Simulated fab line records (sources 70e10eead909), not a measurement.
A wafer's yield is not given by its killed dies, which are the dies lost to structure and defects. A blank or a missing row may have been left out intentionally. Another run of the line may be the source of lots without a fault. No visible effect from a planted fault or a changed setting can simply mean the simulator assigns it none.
A struck lot beside a sound one + flow nand harc + 21 steps out of a route of 1159
Sound: the wafers L453.1, L453.5, L453.6. Struck: wafer L461.2 (L461.3, L461.5, from the same lot, were not struck and are left out); the cause is given at the end.
Each step with rows lists, per side, the tool, then ch with its chambers, then its first start. Under that, the readings that differ: sound wafers + struck wafers + difference of the means + sigmas: that difference in standard deviations of wafers without a fault.
alike: same words and numbers on both sides, and readings whose means sit less than 2 such deviations apart. not compared: any withheld reading, any reading some wafer has no value for, any bound like >300 that may hide the same value, and any number with overlapping values for which the record gives no deviation.
Wherever a step has rows on one side only, a row that says differs or no value, or a row with sigmas, the two part there. Numbers that have no deviation but don't overlap get no sigmas and don't part them. A reading that every wafer of one side lacks parts them only if that side has two wafers or more.

NHARC_P_CONTACT_CMP_24: polishes, t overpolish 30 s, target thk 200 nm.
  sound on cmp-03 ch 2,3, day 8 07:41; struck on cmp-02 ch 1, day 10 09:17
  alike: motor current A, overpolish run s, time to endpoint s
after that, 1 step had no rows for these wafers: NHARC_P_CONTACT_SRD_26.
NHARC_P_CONTACT_INSPECT_27:
  sound on defect inspect-01 at day 8 08:04; struck on defect inspect-02 at day 10 09:42
  alike: raw defect count
then, 8 steps without rows for these wafers: NHARC_P_M0_DEP_00 (deposits SiOC, target thk 150 nm); NHARC_P_M0_DEHYDRATE_01 (time 120 s); NHARC_P_M0_HMDS_02 (time 30 s); NHARC_P_M0_COAT_33 (time 65 s); NHARC_P_M0_COAT_03 (resist thk 90 nm); NHARC_P_M0_SOFTBAKE_04 (time 55 s); NHARC_P_M0_EBR_05; NHARC_P_M0_EXPOSE_06 (exposes mask P M0, target cd 90 nm).
NHARC_P_M0_PEB_07: peb time 65 s.
  sound on litho track-04 ch 0, day 8 08:46; struck on litho track-04 ch 0, day 10 10:32
| reading                  | sound             | struck | difference | sigmas |
|--------------------------|-------------------|--------|------------|--------|
| heater power total W (W) | 155.9 156.7 157.1 | 167.9  | +11.3      | +28    |
  not compared: plate temp C
then, 1 step without rows for these wafers: NHARC_P_M0_DEVELOP_08 (develop time 35 s).
NHARC_P_M0_CD_MEAS_09: target cd 90 nm.
  sound on cd sem-01 ch 0, day 8 08:50; struck on cd sem-02 ch 0, day 10 10:37
| reading    | sound          | struck | difference | sigmas |
|------------|----------------|--------|------------|--------|
| cd nm (nm) | 90.0 89.5 90.2 | 85.9   | -4.0       | -7     |
NHARC_P_M0_OVL_MEAS_10: pitch 180 nm.
  sound on overlay-02 at day 8 08:55; struck on overlay-02 at day 10 10:41
| reading           | sound          | struck | difference | sigmas |
|-------------------|----------------|--------|------------|--------|
| overlay y nm (nm) | -1.7 -1.1 -0.6 | 0.4    | +1.5       | +2     |
  alike: overlay x nm
NHARC_P_M0_INSPECT_11:
  sound on defect inspect-01 at day 8 08:58; struck on defect inspect-02 at day 10 10:44
  alike: raw defect count
NHARC_P_M0_DESCUM_14: chemistry O2, time 3 s.
  sound on rie diel-11 ch 0,1,2, day 8 09:02; struck on rie diel-12 ch 1, day 10 10:48
| reading               | sound             | struck | difference | sigmas |
|-----------------------|-------------------|--------|------------|--------|
| oes product au (a.u.) | 1.012 1.006 1.020 | 0.970  | -0.043     | -4     |
| model.P_M0.cd nm (nm) | 89.48 89.85 89.3  | 85.82  | -3.72      |        |
  alike: drypump motor current A, rf vpp V, showerhead plenum p Torr, throttle valve pct
  not compared: rf hours counter h
NHARC_P_M0_ETCH_34: etches the open film in N2/H2, target depth 40 nm, overetch 12 nm, time 43.94 s.
  sound on rie diel-11 ch 0,1, day 8 09:07; struck on rie diel-12 ch 2, day 10 10:53
  alike: drypump motor current A, oes product au, rf fwd power W, rf vpp V, showerhead plenum p Torr, throttle valve pct
  not compared: rf hours counter h
NHARC_P_M0_ETCH_15: etches the open film in C4F8/Ar, target depth 150 nm, overetch 15 nm, time 82.5 s.
  sound: rie diel-11 ch 0,1,3; struck: rie diel-12 ch 3
| reading               | sound            | struck | difference | sigmas |
|-----------------------|------------------|--------|------------|--------|
| model.P_M0.cd nm (nm) | 89.3 89.71 89.38 | 85.83  | -3.63      |        |
  alike: oes product au, rf fwd power W, rf vpp V
  not compared: rf hours counter h
NHARC_P_M0_CD_MEAS_16:
  sound on cd sem-01 at day 8 09:19; struck on cd sem-03 at day 10 11:05
| reading    | sound          | struck | difference | sigmas |
|------------|----------------|--------|------------|--------|
| cd nm (nm) | 89.0 89.6 89.2 | 86.0   | -3.3       | -5     |
NHARC_END_SORT_01:
  the record has rows for the sound wafers here (prober-01 ch 0, day 21 08:38) and none for the struck ones

## WHERE THEY PART
Last at NHARC_END_SORT_01 as far as this record goes, first at NHARC_P_M0_PEB_07.

WHY: whatever the simulator had introduced
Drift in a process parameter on litho track-04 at NHARC_P_M0_PEB_07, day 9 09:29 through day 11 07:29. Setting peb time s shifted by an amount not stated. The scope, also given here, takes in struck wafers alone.
